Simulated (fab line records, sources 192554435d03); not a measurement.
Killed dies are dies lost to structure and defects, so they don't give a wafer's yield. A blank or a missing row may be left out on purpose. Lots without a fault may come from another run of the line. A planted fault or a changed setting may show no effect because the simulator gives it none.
Chamber matching | flow n5_finfet | N5_FIN_CUT_CUT_ETCH_28 on rie_si-06: 4 sister chambers
The step etches Si in HBr/Cl2/O2, target depth 6 nm, time 2.4 s. 4 wafers are shown with their chamber, then 9 later ones without.

WAFERS WITH THEIR CHAMBER
wafer  | chamber | he_backside_leak_sccm (sccm)
L090.4 | 3       | 2.8
L091.1 | 2       | 2.7
L091.3 | 0       | 3.0
L091.6 | 1       | 2.5

WAFERS WITHOUT THEIR CHAMBER
wafer  | he_backside_leak_sccm (sccm)
L092.2 | 2.5
L092.4 | 2.9
L092.6 | 2.7
L093.1 | 2.7
L093.2 | 3.2
L093.5 | 2.8
L097.2 | 3.0
L097.4 | 2.8
L097.6 | 2.9

WHICH CHAMBER EACH WENT THROUGH
wafer  | from the rows above          | in truth
L092.2 | 1                            | 1
L092.4 | can't be placed: 0 or 3 or 2 | 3
L092.6 | can't be placed: 2 or 3      | 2
L093.1 | can't be placed: 2 or 3      | 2
L093.2 | 0                            | 0
L093.5 | can't be placed: 3 or 2      | 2
L097.2 | 0                            | 0
L097.4 | can't be placed: 3 or 2      | 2
L097.6 | can't be placed: 0 or 3 or 2 | 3
Placed correctly: 3 of 9. Can't be placed from these rows: 6 (the true chamber is among the candidates in 6). Placed wrongly: 0.
How it was worked out, from the rows above alone: a wafer's distance from a chamber is the root of the sum, over the readings, of the square of ((its reading less the chamber's mean) divided by the reading's scatter). The wafer belongs to the nearest chamber; if the next one is less than 2 further off, it can't be placed. A chamber's mean is the mean of its shown wafers. The scatter: with one shown wafer a chamber, the root of the mean of the squares of how far each hidden wafer lies from its nearest shown one.
